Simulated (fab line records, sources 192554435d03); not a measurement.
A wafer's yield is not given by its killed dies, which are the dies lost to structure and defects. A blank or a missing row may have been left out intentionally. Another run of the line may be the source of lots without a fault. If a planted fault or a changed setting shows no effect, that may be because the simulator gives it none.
Chamber matching / flow n5_finfet / rie_diel-02 running N5_BEOL_M10_ETCH_65: 4 sister chambers
The step etches SiARC in CF4, target depth 39 nm, time 65 s. 8 wafers are shown with their chamber, then 8 later ones without.

## EACH WAFER AND ITS CHAMBER
wafer=L078.4; chamber=3; drypump_motor_current_A (A)=5.2; showerhead_plenum_p_Torr (Torr)=2.15
wafer=L085.1; chamber=1; drypump_motor_current_A (A)=4.9; showerhead_plenum_p_Torr (Torr)=2.24
wafer=L085.2; chamber=2; drypump_motor_current_A (A)=6.3; showerhead_plenum_p_Torr (Torr)=2.25
wafer=L085.3; chamber=3; drypump_motor_current_A (A)=5.2; showerhead_plenum_p_Torr (Torr)=2.14
wafer=L087.2; chamber=2; drypump_motor_current_A (A)=6.3; showerhead_plenum_p_Torr (Torr)=2.25
wafer=L087.3; chamber=1; drypump_motor_current_A (A)=5.0; showerhead_plenum_p_Torr (Torr)=2.24
wafer=L087.4; chamber=0; drypump_motor_current_A (A)=4.9; showerhead_plenum_p_Torr (Torr)=2.12
wafer=L094.2; chamber=0; drypump_motor_current_A (A)=4.9; showerhead_plenum_p_Torr (Torr)=2.12

## WAFERS WHOSE CHAMBER IS MISSING
wafer=L094.3; drypump_motor_current_A (A)=6.3; showerhead_plenum_p_Torr (Torr)=2.24
wafer=L094.5; drypump_motor_current_A (A)=5.2; showerhead_plenum_p_Torr (Torr)=2.14
wafer=L096.1; drypump_motor_current_A (A)=4.9; showerhead_plenum_p_Torr (Torr)=2.11
wafer=L096.4; drypump_motor_current_A (A)=6.4; showerhead_plenum_p_Torr (Torr)=2.24
wafer=L096.6; drypump_motor_current_A (A)=4.9; showerhead_plenum_p_Torr (Torr)=2.11
wafer=L097.2; drypump_motor_current_A (A)=5.0; showerhead_plenum_p_Torr (Torr)=2.23
wafer=L097.5; drypump_motor_current_A (A)=5.2; showerhead_plenum_p_Torr (Torr)=2.13
wafer=L097.6; drypump_motor_current_A (A)=6.3; showerhead_plenum_p_Torr (Torr)=2.24

## EACH ONE'S CHAMBER
wafer=L094.3; from the rows above=2; in truth=2
wafer=L094.5; from the rows above=3; in truth=3
wafer=L096.1; from the rows above=0; in truth=0
wafer=L096.4; from the rows above=2; in truth=2
wafer=L096.6; from the rows above=0; in truth=0
wafer=L097.2; from the rows above=1; in truth=1
wafer=L097.5; from the rows above=3; in truth=3
wafer=L097.6; from the rows above=2; in truth=2
Correctly placed: 8 of 8. Left unplaced by these rows: 0. 0 placed wrongly.
How it was worked out, from the rows above alone: a wafer's distance from a chamber is the root of the sum, over the readings, of the square of ((its reading less the chamber's mean) divided by the reading's scatter). The wafer belongs to the nearest chamber; if the next one is less than 2 further off, it can't be placed. Each chamber's mean is taken over the wafers shown for it. The scatter is the square root of a quotient: the sum, over the shown wafers, of each reading's squared deviation from its chamber's mean, divided by wafers minus chambers.
